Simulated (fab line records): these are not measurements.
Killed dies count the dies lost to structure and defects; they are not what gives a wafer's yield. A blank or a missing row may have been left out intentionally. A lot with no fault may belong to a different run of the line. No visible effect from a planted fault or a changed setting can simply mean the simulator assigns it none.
Which tool is to blame? / flow n5 finfet / 30 wafers from 10 lots sampled at 2 of the route's 1938 steps

## WHAT THE GAUGES READ, wafer by wafer
N5_BEOL_M8_INSPECT_30: inspects for defects (brightfield). Usual: raw defect count reads 410 (standard deviation 78).
lot=L373; measured=day 9 20:29; on=defect inspect-01; raw defect count=404 455 321; flag=
lot=L372; measured=day 10 12:14; on=defect inspect-01; raw defect count=528 416 516; flag=
lot=L379; measured=day 12 10:52; on=defect inspect-01; raw defect count=395 273 450; flag=
lot=L385; measured=day 14 05:34; on=defect inspect-02; raw defect count=451 554 455; flag=
lot=L387; measured=day 14 17:40; on=defect inspect-02; raw defect count=467 548 501; flag=
lot=L390; measured=day 15 19:53; on=defect inspect-01; raw defect count=358 310 379; flag=
lot=L388; measured=day 15 12:04; on=defect inspect-01; raw defect count=394 355 357; flag=
lot=L391; measured=day 15 19:50; on=defect inspect-02; raw defect count=447 293 372; flag=
lot=L394; measured=day 16 17:46; on=defect inspect-01; raw defect count=354 430 383; flag=
lot=L395; measured=day 16 20:45; on=defect inspect-01; raw defect count=321 252 414; flag=

## TOOL THAT RAN EACH LOT (tool first, then ch and the chambers of the sampled wafers, then the start)
lot=L373; N5_BEOL_M8_HM_OPEN_17=rie metal-01 ch 0,1, day 9 19:55
lot=L372; N5_BEOL_M8_HM_OPEN_17=rie metal-02 ch 0,1, day 10 10:22
lot=L379; N5_BEOL_M8_HM_OPEN_17=rie metal-02 ch 1, day 12 08:02
lot=L385; N5_BEOL_M8_HM_OPEN_17=rie metal-02 ch 0,1, day 14 04:37
lot=L387; N5_BEOL_M8_HM_OPEN_17=rie metal-01 ch 1, day 14 15:37
lot=L390; N5_BEOL_M8_HM_OPEN_17=rie metal-01 ch 0,1, day 15 10:22
lot=L388; N5_BEOL_M8_HM_OPEN_17=rie metal-02 ch 0,1, day 15 10:51
lot=L391; N5_BEOL_M8_HM_OPEN_17=rie metal-03 ch 0,1, day 15 14:02
lot=L394; N5_BEOL_M8_HM_OPEN_17=rie metal-02 ch 0,1, day 16 16:56
lot=L395; N5_BEOL_M8_HM_OPEN_17=rie metal-02 ch 0,1, day 16 19:13
- N5_BEOL_M8_HM_OPEN_17: chemistry Cl2/BCl3, target TiN, target depth 20 nm, overetch 6 nm.

## WHAT THE TOOLS THEMSELVES READ (means of the sampled wafers that have a number; where no wafer has one, the mark that the record gives instead)
N5_BEOL_M8_HM_OPEN_17. Usual: drypump motor current A 5.6 A, standard deviation 0.43; he backside leak sccm 3.32 sccm, standard deviation 0.24; mfc ar sccm 25.01 sccm, standard deviation 0.066; oes product au 0.68 a.u., standard deviation 0.074; throttle valve pct 22.02 %, standard deviation 0.22.
lot=L373; tool=rie metal-01; drypump motor current A (A)=5.3; he backside leak sccm (sccm)=3.53; mfc ar sccm (sccm)=25.01; oes product au (a.u.)=0.53; throttle valve pct (%)=22.36; flag=
lot=L372; tool=rie metal-02; drypump motor current A (A)=5.6; he backside leak sccm (sccm)=3.21; mfc ar sccm (sccm)=25.01; oes product au (a.u.)=0.67; throttle valve pct (%)=21.92; flag=
lot=L379; tool=rie metal-02; drypump motor current A (A)=5.7; he backside leak sccm (sccm)=3.10; mfc ar sccm (sccm)=25.02; oes product au (a.u.)=0.66; throttle valve pct (%)=21.79; flag=
lot=L385; tool=rie metal-02; drypump motor current A (A)=5.7; he backside leak sccm (sccm)=3.16; mfc ar sccm (sccm)=24.95; oes product au (a.u.)=0.65; throttle valve pct (%)=21.92; flag=
lot=L387; tool=rie metal-01; drypump motor current A (A)=4.9; he backside leak sccm (sccm)=3.48; mfc ar sccm (sccm)=24.97; oes product au (a.u.)=0.77; throttle valve pct (%)=21.91; flag=
lot=L390; tool=rie metal-01; drypump motor current A (A)=5.7; he backside leak sccm (sccm)=3.34; mfc ar sccm (sccm)=24.98; oes product au (a.u.)=0.77; throttle valve pct (%)=21.78; flag=
lot=L388; tool=rie metal-02; drypump motor current A (A)=5.5; he backside leak sccm (sccm)=3.25; mfc ar sccm (sccm)=24.98; oes product au (a.u.)=0.67; throttle valve pct (%)=22.04; flag=
lot=L391; tool=rie metal-03; drypump motor current A (A)=6.1; he backside leak sccm (sccm)=3.34; mfc ar sccm (sccm)=25.10; oes product au (a.u.)=0.69; throttle valve pct (%)=22.15; flag=
lot=L394; tool=rie metal-02; drypump motor current A (A)=5.5; he backside leak sccm (sccm)=3.17; mfc ar sccm (sccm)=24.94; oes product au (a.u.)=0.65; throttle valve pct (%)=22.08; flag=
lot=L395; tool=rie metal-02; drypump motor current A (A)=5.6; he backside leak sccm (sccm)=3.32; mfc ar sccm (sccm)=25.07; oes product au (a.u.)=0.64; throttle valve pct (%)=21.95; flag=

## THE ANSWER, worked out from the rows above alone
Rule: lot off if the mean of its wafers having a number is beyond 3 standard deviations from the usual mean. Also off: a lot with no number at a reading for which 4 or more lots have one. All remaining lots with rows at the step are treated as sound. First the gauges in route order, then the tools' own readings, where a lot's mean is used as printed above. The first step at which some lot is off is used, and at that step the reading that is off furthest; a lot without a number counts as furthest.
No lot is off at any reading shown: from this, nothing can be told.

## WHAT THE SIMULATOR PUT IN
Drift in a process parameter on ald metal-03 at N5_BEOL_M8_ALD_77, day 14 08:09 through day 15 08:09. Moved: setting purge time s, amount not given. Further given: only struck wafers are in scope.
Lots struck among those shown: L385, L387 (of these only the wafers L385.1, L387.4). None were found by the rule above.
